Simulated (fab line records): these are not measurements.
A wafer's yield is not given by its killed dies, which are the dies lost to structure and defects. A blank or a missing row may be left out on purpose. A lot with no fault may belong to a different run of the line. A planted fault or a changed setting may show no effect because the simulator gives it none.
Struck lot and sound lot, side by side :: flow nand_harc :: 14 steps out of a route of 1302
Sound: wafers L414.3, L414.4, L414.6. Struck: wafers L429.1, L429.4. (L429.3 of the same lot was not struck and is left out.) The cause comes at the end.
At each step with rows: each side's tool, then ch and its chambers, then its first start. Under that, the readings that differ: sound wafers :: struck wafers :: difference of the means :: sigmas: that difference in standard deviations of wafers without a fault.
alike: readings with means less than 2 such deviations apart, plus words and numbers identical on both sides. not compared: withheld readings, readings lacking a value on some wafer, bounds such as >300 that could conceal the same value, and numbers that have no deviation in the record and whose values overlap.
Wherever a step has rows on one side only, a row that says differs or no value, or a row with sigmas, the two part there. Numbers that have no deviation but don't overlap get no sigmas and don't part them. A reading missing from all wafers of one side parts the sides only when that side holds two or more wafers.

first, 4 steps without rows for these wafers: NHARC_P_M1_EBR_05; NHARC_P_M1_EXPOSE_06 (exposes mask P M1, target cd 130 nm); NHARC_P_M1_PEB_07 (peb time 65 s); NHARC_P_M1_DEVELOP_08 (develop time 35 s).
NHARC_P_M1_CD_MEAS_09 targets a cd of 130 nm.
  sound on cd_sem-03 ch 0, day 9 02:08; struck on cd_sem-02 ch 0, day 15 09:43
  alike: cd_nm
NHARC_P_M1_OVL_MEAS_10: pitch 260 nm.
  sound: overlay-02 at day 9 02:14; struck: overlay-02 at day 15 09:49
reading: overlay_y_nm (nm)
sound: 1.9 1.9 2.3
struck: -0.4 -0.4
difference: -2.4
sigmas: -3
  alike: overlay_x_nm
NHARC_P_M1_INSPECT_11:
  sound: defect_inspect-02 at day 9 02:16; struck: defect_inspect-02 at day 15 09:51
  alike: raw_defect_count
NHARC_P_M1_DESCUM_14: chemistry O2, time 3 s.
  sound on rie_diel-06 ch 0,1,3, day 9 02:19; struck on rie_diel-09 ch 0,2, day 15 09:55
  alike: drypump_motor_current_A, oes_product_au, rf_vpp_V, showerhead_plenum_p_Torr, throttle_valve_pct
  not compared: rf_hours_counter_h
NHARC_P_M1_ETCH_35: etches the open film in N2/H2, target depth 40 nm, overetch 12 nm, time 43.94 s.
  sound on rie_diel-06 ch 0,2,3, day 9 02:25; struck on rie_diel-09 ch 1,2, day 15 10:00
  alike: drypump_motor_current_A, n2_flow_sccm, oes_product_au, rf_fwd_power_W, rf_vpp_V, showerhead_plenum_p_Torr, throttle_valve_pct
  not compared: rf_hours_counter_h
NHARC_P_M1_ETCH_15: etches the open film in C4F8/Ar, target depth 182.5 nm, time 91.2 s.
  sound on rie_diel-06 ch 1,2,3; struck on rie_diel-09 ch 1,3
  alike: oes_product_au, rf_fwd_power_W, rf_vpp_V
  not compared: rf_hours_counter_h
NHARC_P_M1_CD_MEAS_16:
  sound: cd_sem-02 at day 9 02:38; struck: cd_sem-01 at day 15 10:13
  alike: cd_nm
NHARC_P_M1_STRIP_18: strips in N2/H2.
  sound on rie_diel-09 ch 0,1,3, day 9 02:45; struck on rie_diel-09 ch 1,2, day 15 10:17
  alike: drypump_motor_current_A, n2_flow_sccm, oes_product_au, rf_fwd_power_W, rf_vpp_V, showerhead_plenum_p_Torr, throttle_valve_pct
  not compared: rf_hours_counter_h
NHARC_P_M1_ETCH_28: etches the open film in CF4/N2, target depth 30 nm, time 72.99 s.
  sound on rie_diel-09 ch 0,3, day 9 02:57; struck on rie_diel-09 ch 0,3, day 15 10:32
reading: oes_product_au (a.u.)
sound: 1.016 1.019 1.014
struck: 0.871 0.860
difference: -0.151
sigmas: -13
  alike: drypump_motor_current_A, n2_flow_sccm, rf_fwd_power_W, rf_vpp_V, showerhead_plenum_p_Torr, throttle_valve_pct
  not compared: rf_hours_counter_h
then, 1 step without rows for these wafers: NHARC_P_M1_STRIP_19 (strips in post etch residue remover, time 600 s).

## WHERE THEY PART
At NHARC_P_M1_OVL_MEAS_10 first; at NHARC_P_M1_ETCH_28 last (within this record only).

WHY: whatever the simulator had introduced
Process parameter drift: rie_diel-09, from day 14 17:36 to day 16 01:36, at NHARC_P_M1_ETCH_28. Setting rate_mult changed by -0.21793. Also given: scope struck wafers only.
